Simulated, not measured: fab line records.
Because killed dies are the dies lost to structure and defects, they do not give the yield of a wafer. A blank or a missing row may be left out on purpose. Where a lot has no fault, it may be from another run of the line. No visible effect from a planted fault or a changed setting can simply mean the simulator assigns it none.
fab line records | flow n5Finfet
record: lots: 11 wafers: 33 lastDay: 19
route steps=1938 shown BEOL_M7@1330 BEOL_M8@1333
lots untouched by any fault: they come from a run of this same line in which no faults occurred
startH: start of the lot's first displayed wafer, in hours after the record's first day | waitH: how many hours have passed since the lot's step before this one | " the same as in the row above | L1.1+2: a row that stands for several wafers | - value missing, or start not given | * or withheld: withheld | < > ~ a bound
route shown NAME@n: NAME is a module with steps in the file, n the number in the route of the first one | usual: mean and standard deviation over wafers with no fault | same: alike in all rows | chamber/n: place in a boat | sites: per-site readings | _std_site: the values' standard deviation | _edge_site: outer sites' mean less inner sites' | radiusMm: for every site, how far away it sits from the centre of the wafer | mask NAME#n: copy n | behind: the tool/chamber that last shaped the wafer | hold: the reason the lot was held/the length of the hold in hours/how it ended | device: whichever transistor did not switch (one of n, p or np) | end of line: the same wafers' tests at the end of the route | for a step that has no rows: nothing shown but its recipe | killed: count of dies lost to structure and defects at first sort (not the wafer's yield) | map: the dies of a wafer, with x for killed, . for not killed, _ for no die there
set.NAME: the setting the step ran with; set.NAME@STEP: the setting that earlier step ran with | model.NAME: the simulator's own value behind a step, which no gauge read
the route's steps for a sample of lots (tables are steps, rows are wafers)
services: a tool's chamber out of use, with start hour (startH, from the record's first day; less than 0 if before it), hours out, and reason
== steps ==
step: N5_BEOL_M7_RS_MEAS_57
recipe: thkMeasGauge: four-point-probe reads: Cu_of_BEOL_M7_ECD_50+Co_of_BEOL_M7_CVD_78+TaN_of_BEOL_M7_ALD_77
usual: M7_RS: 0.289/0.0071
columns lot.wafer tool chamber startH waitH M7_RS[ohm/sq]
L954.1 filmMetro-02 - 211.10 0.1 0.274
L954.2 " - " " 0.290
L954.3 " - " " 0.288
L956.1 filmMetro-01 - 221.79 0.1 0.278
L956.5 " - " " 0.277
L956.6 " - " " 0.288
L959.3 filmMetro-01 - 240.30 0.1 0.286
L959.4 " - " " 0.284
L959.6 " - " " 0.291
L957.2 filmMetro-01 - 241.44 0.1 0.290
L957.3 " - " " 0.282
L957.6 " - " " 0.285
L960.1 filmMetro-01 - 259.82 0.1 0.289
L960.2 " - " " 0.281
L960.6 " - " " 0.291
L961.1 filmMetro-02 - 272.02 0.1 0.301
L961.3 " - " " 0.298
L961.6 " - " " 0.298
L965.1 filmMetro-02 - 302.98 0.1 0.284
L965.2 " - " " 0.289
L965.6 " - " " 0.289
L972.1 filmMetro-02 - 333.64 0.1 0.291
L972.3 " - " " 0.293
L972.5 " - " " 0.288
L973.3 filmMetro-02 - 333.72 0.1 0.277
L973.5 " - " " 0.289
L973.6 " - " " 0.274
L976.1 filmMetro-02 - 365.60 0.1 0.280
L976.2 " - " " 0.274
L976.3 " - " " 0.292
L977.2 filmMetro-01 - 370.03 0.1 0.296
L977.4 " - " " 0.285
L977.6 " - " " 0.291
step: N5_BEOL_M8_CURE_74
recipe: tempC: 385 timeS: 240 ambient: He/Ar material: SiCOH_lowk
usual: lampPowerPct: 52.31/0.054 wafer_temp_C_max: 386.8/0.72
columns lot.wafer tool chamber startH waitH lampPowerPct wafer_temp_C_max
L954.1 uvCure-02 2 211.22 0.0 52.26 387.3
L954.2 " 2 " " 52.37 387.1
L954.3 " 2 " " 52.38 386.9
L956.1 uvCure-03 2 221.93 0.1 52.30 387.6
L956.5 " 2 " " 52.24 387.1
L956.6 " 2 " " 52.31 387.8
L959.3 uvCure-02 2 240.75 0.4 52.22 387.3
L959.4 " 2 " " 52.29 387.5
L959.6 " 2 " " 52.32 386.8
L957.2 uvCure-02 0 241.72 0.2 52.34 386.2
L957.3 " 0 " " 52.32 386.0
L957.6 " 0 " " 52.25 386.5
L960.1 uvCure-03 1 259.94 0.0 52.37 386.0
L960.2 " 1 " " 52.41 386.1
L960.6 " 1 " " 52.36 385.9
L961.1 uvCure-03 1 272.15 0.0 52.45 386.9
L961.3 " 1 " " 52.24 386.1
L961.6 " 1 " " 52.25 386.2
L965.1 uvCure-02 0 303.11 0.0 52.28 386.9
L965.2 " 0 " " 52.42 386.6
L965.6 " 0 " " 52.25 386.2
L972.1 uvCure-01 1 333.77 0.0 52.38 387.9
L972.3 " 1 " " 52.34 388.4
L972.5 " 1 " " 52.32 388.0
L973.3 uvCure-02 2 334.03 0.2 52.31 386.5
L973.5 " 2 " " 52.28 387.4
L973.6 " 2 " " 52.41 386.3
L976.1 uvCure-03 0 365.73 0.0 52.33 386.8
L976.2 " 0 " " 52.33 386.4
L976.3 " 0 " " 52.35 386.2
L977.2 uvCure-03 2 370.33 0.2 52.29 387.3
L977.4 " 2 " " 52.23 387.4
L977.6 " 2 " " 52.32 387.3
step: N5_BEOL_M8_DEVELOP_10
recipe: developTimeS: 30 developer: TMAH resist: CAR-ArF rinseLiquid: diw dry: airSpin devTempC: 23
usual: exhaustPa: 45.1/0.96
columns lot.wafer tool chamber startH waitH exhaustPa
L954.1 lithoTrack-05 0 214.15 - 45.1
L954.2 " 0 " " 44.9
L954.3 " 0 " " 44.6
L956.1 lithoTrack-04 0 223.50 - 45.7
L956.5 " 0 " " 43.8
L956.6 " 0 " " 46.0
L959.3 lithoTrack-04 0 242.51 - 45.1
L959.4 " 0 " " 43.5
L959.6 " 0 " " 46.1
L957.2 lithoTrack-05 0 243.25 - 44.2
L957.3 " 0 " " 46.4
L957.6 " 0 " " 45.7
L960.1 lithoTrack-05 0 262.46 - 44.8
L960.2 " 0 " " 45.2
L960.6 " 0 " " 44.1
L961.1 lithoTrack-02 0 274.69 - 43.4
L961.3 " 0 " " 46.2
L961.6 " 0 " " 44.9
L965.1 lithoTrack-04 0 304.83 - 45.7
L965.2 " 0 " " 45.9
L965.6 " 0 " " 44.3
L972.1 lithoTrack-02 0 335.70 - 44.7
L972.3 " 0 " " 45.8
L972.5 " 0 " " 45.1
L973.3 lithoTrack-05 0 335.87 - 46.1
L973.5 " 0 " " 45.9
L973.6 " 0 " " 45.7
L976.1 lithoTrack-02 0 368.29 - 45.3
L976.2 " 0 " " 45.1
L976.3 " 0 " " 45.0
L977.2 lithoTrack-04 0 373.73 - 45.1
L977.4 " 0 " " 44.6
L977.6 " 0 " " 44.5
step: N5_BEOL_M8_HM_OPEN_17
recipe: chemistry: Cl2/BCl3 targetDepthA: 200 overetchA: 60 target: TiN maskMaterial: SOC ionEnergyEv: 150 pressureMtorr: 10 icpW: 1000 biasW: 126 Cl2_flow_sccm: 53.25 bcl3FlowSccm: 21.75 Ar_flow_sccm: 25
usual: drypumpMotorCurrentA: 5.7/0.42 mfcArSccm: 25.00/0.072 oesProductAu: 0.64/0.071 throttleValvePct: 22.23/0.22
columns lot.wafer tool chamber startH waitH drypumpMotorCurrentA mfcArSccm oesProductAu rfHoursCounterH throttleValvePct
L954.1 rieMetal-01 1 214.58 0.0 5.5 25.12 0.55 104 22.67
L954.2 " 0 " " 6.0 25.02 0.60 86 22.15
L954.3 " 1 " " 5.5 25.15 0.55 - 22.68
L956.1 rieMetal-01 0 223.93 0.0 6.0 25.07 0.59 88 22.14
L956.5 " 1 " " 5.5 24.89 0.55 - 22.70
L956.6 " 0 " " 6.0 25.02 0.59 - 22.13
L959.3 rieMetal-03 1 242.96 0.1 5.3 24.99 0.74 - 22.05
L959.4 " 0 " " 6.3 24.95 0.69 - 22.14
L959.6 " 0 " " 6.3 24.85 0.69 - 22.14
L957.2 rieMetal-02 1 243.67 0.0 5.1 25.08 0.64 49 22.59
L957.3 " 1 " " 5.1 24.97 0.64 - 22.59
L957.6 " 0 " " 5.4 25.01 0.58 - 22.09
L960.1 rieMetal-02 1 262.97 0.0 5.1 24.98 0.63 50 22.59
L960.2 " 0 " " 5.3 24.96 0.59 95 22.08
L960.6 " 0 " " 5.3 24.94 0.59 - 22.09
L961.1 rieMetal-03 1 275.11 0.0 5.2 25.00 0.74 17 22.04
L961.3 " 0 " " 6.3 24.98 0.69 - 22.14
L961.6 " 0 " " 6.3 25.11 0.68 - 22.13
L965.1 rieMetal-03 0 305.53 0.0 6.3 24.89 0.68 36 22.15
L965.2 " 1 " " 5.3 24.98 0.72 20 22.04
L965.6 " 0 " " 6.3 24.93 0.67 - 22.16
L972.1 rieMetal-03 0 336.16 0.0 6.3 24.97 0.65 39 22.17
L972.3 " 1 " " 5.3 25.11 0.70 - 22.08
L972.5 " 1 " " 5.3 24.94 0.71 - 22.08
L973.3 rieMetal-01 0 336.38 0.1 6.0 25.11 0.57 - 22.18
L973.5 " 0 " " 5.9 25.03 0.58 - 22.16
L973.6 " 0 " " 5.9 24.98 0.57 - 22.17
L976.1 rieMetal-02 1 368.72 0.0 5.1 25.05 0.61 59 22.60
L976.2 " 1 " " 5.1 24.93 0.61 - 22.60
L976.3 " 1 " " 5.1 25.00 0.61 - 22.61
L977.2 rieMetal-01 0 374.29 0.0 6.0 25.00 0.57 101 22.16
L977.4 " 0 " " 5.9 24.91 0.57 - 22.15
L977.6 " 0 " " 6.0 24.99 0.58 - 22.15
step: N5_BEOL_M8_CD_MEAS_18
recipe: pitchNm: 80 targetCdNm: 40
usual: cdNm: 39.9/0.44
columns lot.wafer tool chamber startH waitH cdNm
L954.1 cdSem-01 - 214.83 0.0 40.1
L954.2 " - " " 40.2
L954.3 " - " " 40.1
L956.1 cdSem-01 - 224.11 0.0 39.7
L956.5 " - " " 39.3
L956.6 " - " " 39.7
L959.3 cdSem-01 - 243.11 0.1 40.4
L959.4 " - " " 40.8
L959.6 " - " " 40.1
L957.2 cdSem-02 - 243.86 0.1 39.8
L957.3 " - " " 40.2
L957.6 " - " " 39.8
L960.1 cdSem-03 - 263.40 0.0 40.3
L960.2 " - " " 40.3
L960.6 " - " " 40.7
L961.1 cdSem-01 - 275.29 0.0 39.4
L961.3 " - " " 40.2
L961.6 " - " " 40.1
L965.1 cdSem-01 - 305.71 0.0 39.6
L965.2 " - " " 40.0
L965.6 " - " " 40.4
L972.1 cdSem-03 - 336.37 0.0 39.8
L972.3 " - " " 40.3
L972.5 " - " " 40.9
L973.3 cdSem-02 - 336.63 0.1 40.2
L973.5 " - " " 39.9
L973.6 " - " " 41.5
L976.1 cdSem-01 - 368.99 0.0 40.0
L976.2 " - " " 40.2
L976.3 " - " " 40.4
L977.2 cdSem-03 - 374.48 0.1 40.0
L977.4 " - " " 39.1
L977.6 " - " " 39.9
== services ==
columns tool chamber startH hours kind
rieMetal-03 - 195.67 0.3 repair
rieMetal-02 0 208.70 9.6 repair
uvCure-03 - 228.57 2.1 pm
rieMetal-02 - 234.38 1.4 pm
rieMetal-02 - 244.44 0.4 repair
uvCure-01 - 256.47 24.0 repair
uvCure-03 - 273.72 7.6 repair
uvCure-03 - 294.73 0.2 repair
uvCure-03 - 294.93 0.3 repair
uvCure-03 - 304.41 0.4 repair
rieMetal-01 1 330.56 9.9 repair
rieMetal-02 0 332.36 2.5 repair
lithoTrack-02 - 342.67 - consumableReplace:filter
rieMetal-02 0 360.08 - clean
rieMetal-02 0 360.08 20.2 scheduledDown
rieMetal-02 0 360.08 20.2 ventCycle
== key ==
firstSign: step: N5_BEOL_M8_CD_MEAS_18 reading: cdNm direction: up sigmas: 3.4 usual: 39.9 struck: 41.5
effect none on later readings
metAt N5_BEOL_M8_DEVELOP_10
struckLots L973
struckWafers L973.6
notActingAt N5_BEOL_M7_RS_MEAS_57,N5_BEOL_M8_CURE_74,N5_BEOL_M8_HM_OPEN_17
onsetBetween 262.46 335.87
fault: kind: processParameterDrift tool: lithoTrack-05 chamber: - onsetH: 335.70 steps: N5_BEOL_M8_DEVELOP_10 channel: developTimeS offset: * shape: step endH: 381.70 scope: struckWafersOnly actsIn: * stated: *
